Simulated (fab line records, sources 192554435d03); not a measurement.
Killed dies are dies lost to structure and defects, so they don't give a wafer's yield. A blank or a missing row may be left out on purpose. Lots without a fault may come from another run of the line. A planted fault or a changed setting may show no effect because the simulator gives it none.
Which tool did it? | flow n5_finfet | 9 lots, 27 wafers sampled, at 3 steps of a route of 1938

WHAT THE GAUGES READ, wafer by wafer
N5_BEOL_M8_OCD_MEAS_38.
lot  | measured     | on     | trench_depth_nm (nm)
L182 | day 9 14:16  | ocd-02 | 92.7 89.9 91.7
L183 | day 9 16:06  | ocd-02 | 92.9 92.0 93.9
L185 | day 9 19:17  | ocd-01 | 93.1 92.4 92.3
L189 | day 11 20:41 | ocd-02 | 94.2 92.7 92.2
L190 | day 11 17:48 | ocd-02 | 93.8 93.4 92.8
L195 | day 13 09:52 | ocd-01 | 0 0 0
L198 | day 13 17:14 | ocd-02 | 0 0 0.5
L199 | day 13 17:09 | ocd-01 | 0 0 0
L203 | day 15 21:46 | ocd-01 | 92.3 93.5 90.7

WHICH TOOL RAN EACH LOT (tool, then ch and the chambers of the sampled wafers, then the start)
lot  | N5_BEOL_M8_TRENCH_ETCH_37          | N5_BEOL_M8_STRIP_80
L182 | rie_diel-02 ch 0,3, day 9 14:06    | rie_diel-02 ch 0,3, day 9 14:16 or earlier
L183 | rie_diel-06 ch 1,2,3, day 9 15:56  | rie_diel-06 ch 1,2,3, day 9 16:06 or earlier
L185 | rie_diel-06 ch 0,1,3, day 9 19:07  | rie_diel-06 ch 0,1,3, day 9 19:17 or earlier
L189 | rie_diel-06 ch 0,1,3, day 11 20:32 | rie_diel-06 ch 0,1,3, day 11 20:41 or earlier
L190 | rie_diel-06 ch 0,2,3, day 11 17:38 | rie_diel-06 ch 0,2,3, day 11 17:48 or earlier
L195 | rie_diel-05 ch 0,3, day 13 09:42   | rie_diel-05 ch 0,3, day 13 09:52 or earlier
L198 | rie_diel-06 ch 0,2, day 13 17:05   | rie_diel-06 ch 0,2, day 13 17:14 or earlier
L199 | rie_diel-05 ch 2,3, day 13 16:59   | rie_diel-05 ch 2,3, day 13 17:09 or earlier
L203 | rie_diel-02 ch 0,1,3, day 15 21:35 | rie_diel-02 ch 0,1,3, day 15 21:46 or earlier
- N5_BEOL_M8_TRENCH_ETCH_37: etches SiCOH lowk in C4F6/O2, target depth 93.478 nm, time 31.2 s.
- N5_BEOL_M8_STRIP_80: strips in N2/H2, time 10 s.

THE ANSWER, worked out from the rows above alone
Rule: what is usual is taken from the lots themselves. Put in order of their means at a reading, lots are off if they are a third of the lots or fewer, leave a main group of 4 or more, and stand apart from it by a gap of 3 or more times the standard deviation of the main group's means; of several such gaps the widest counts. A main group whose means are all the same, to the digits that the tables above print for the reading, isn't used. A lot without any number at a reading at which 4 lots or more have one is off too. The other lots that the step has rows for count as sound.
Off: L195, L198, L199, at N5_BEOL_M8_OCD_MEAS_38 (trench_depth_nm). The main group: mean 92.6 nm, standard deviation 0.63.
A tool fits if, at a process step before that reading, it ran every lot that is off, and no sound lot after the first of them. The gauges at N5_BEOL_M8_OCD_MEAS_38 are tried like those tools. N5_BEOL_M8_STRIP_80 gives no start for some lots, so the hours and the order of its lots are those of N5_BEOL_M8_OCD_MEAS_38. None of those tried fits.

WHAT THE SIMULATOR HAD PUT IN
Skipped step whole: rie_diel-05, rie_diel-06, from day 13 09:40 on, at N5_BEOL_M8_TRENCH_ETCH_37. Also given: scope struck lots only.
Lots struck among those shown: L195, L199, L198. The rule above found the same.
